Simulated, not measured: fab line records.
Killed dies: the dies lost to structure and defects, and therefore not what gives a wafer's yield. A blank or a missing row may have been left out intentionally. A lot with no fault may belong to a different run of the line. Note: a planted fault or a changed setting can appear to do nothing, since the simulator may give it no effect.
Lot-split experiment -- flow n5-finfet -- 7 lots, 21 wafers read, on a route of 1938 steps

ABOUT THE SPLIT
At N5_BEOL_M5_TRENCH_ETCH_37 (etches SiCOH lowk in C4F6/O2, target depth 71.652 nm, time 24.7 s), the setting bias-w was moved away from the recipe's 185 W on 6 of the 21 wafers read, by -15.1% to +13.2%. All remaining wafers had this setting at the recipe value.

The reading is taken at the split's own step.

THE READING
rf-vpp-V, in V, at N5_BEOL_M5_TRENCH_ETCH_37 (etches SiCOH lowk in C4F6/O2, target depth 71.652 nm, time 24.7 s). Fault-free wafers of this fab line usually give 669 V, standard deviation 14 V.

wafer,"tool, chamber at the split","bias-w as run, W",against the recipe,"rf-vpp-V, V",against lot-mates on the recipe
L078.1,"rie-diel-01, 1",185,recipe,687,-
L078.2,"rie-diel-01, 2",185,recipe,662,-
L078.3,"rie-diel-01, 0",209.4,+13.2%,743,+68
L074.2,"rie-diel-05, 3",185,recipe,636,-
L074.4,"rie-diel-05, 2",173.1,-6.4%,618,-41
L074.6,"rie-diel-05, 0",185,recipe,682,-
L080.2,"rie-diel-05, 0",185,recipe,684,-
L080.3,"rie-diel-05, 3",185,recipe,637,-
L080.6,"rie-diel-05, 3",157,-15.1%,560,-100
L089.1,"rie-diel-05, 3",185,recipe,635,-
L089.4,"rie-diel-05, 1",157.7,-14.8%,593,-42
L089.6,"rie-diel-05, 3",185,recipe,635,-
L094.1,"rie-diel-06, 2",185,recipe,682,-
L094.3,"rie-diel-06, 3",174.1,-5.9%,632,-50
L094.4,"rie-diel-06, 2",185,recipe,682,-
L093.3,"rie-diel-06, 3",204.2,+10.4%,716,+47
L093.4,"rie-diel-06, 1",185,recipe,669,-
L093.6,"rie-diel-06, 1",185,recipe,669,-
L095.1,"rie-diel-06, 3",185,recipe,664,-
L095.4,"rie-diel-06, 1",185,recipe,669,-
L095.5,"rie-diel-06, 2",185,recipe,681,-

THE FIT
A straight line over all 21 wafers: rf-vpp-V changes by +5.83 V for each +1% of bias-w; r = +0.90; the points scatter about the line by 18 V.
The same after taking each lot's own level away (the mean of its wafers on the recipe; 21 wafers): +5.06 V for each +1%; r = +0.90; scatter 16 V.
The reading moves by 77 V for the largest change in bias-w, on that fit.
Across the lots, their own levels run from 635.0 to 682.0 V, a range of 3.4 times the standard deviation given above.
Hence the slope depends on the lot-to-lot level, as the two fits are not the same.
Check: for one of the wafers moved furthest among these (-15.1%), held out of the fit, the line's prediction against its lot-mates is -67.7 V. Against them it came out at -100 V.
Tool readings at the split's step, against how far the setting was moved: rf-vpp-V r = +0.90.

THESE WAFERS: OTHER SPLITS
These wafers also went through other splits before the reading. Each is held against what the fit with the lots' levels taken away leaves over:
other split on the same wafers,wafers away from the commonest value,r with rf-vpp-V (lot level and that fit taken away)
N5_BEOL_M5_EXPOSE_08 dose-mj,9,+0.47
N5_BEOL_M5_DESCUM_16 time-s,7,-0.22

FILE'S OWN FIT
rf-vpp-V changes by +5.08 V for each +1% of bias-w, r = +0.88.
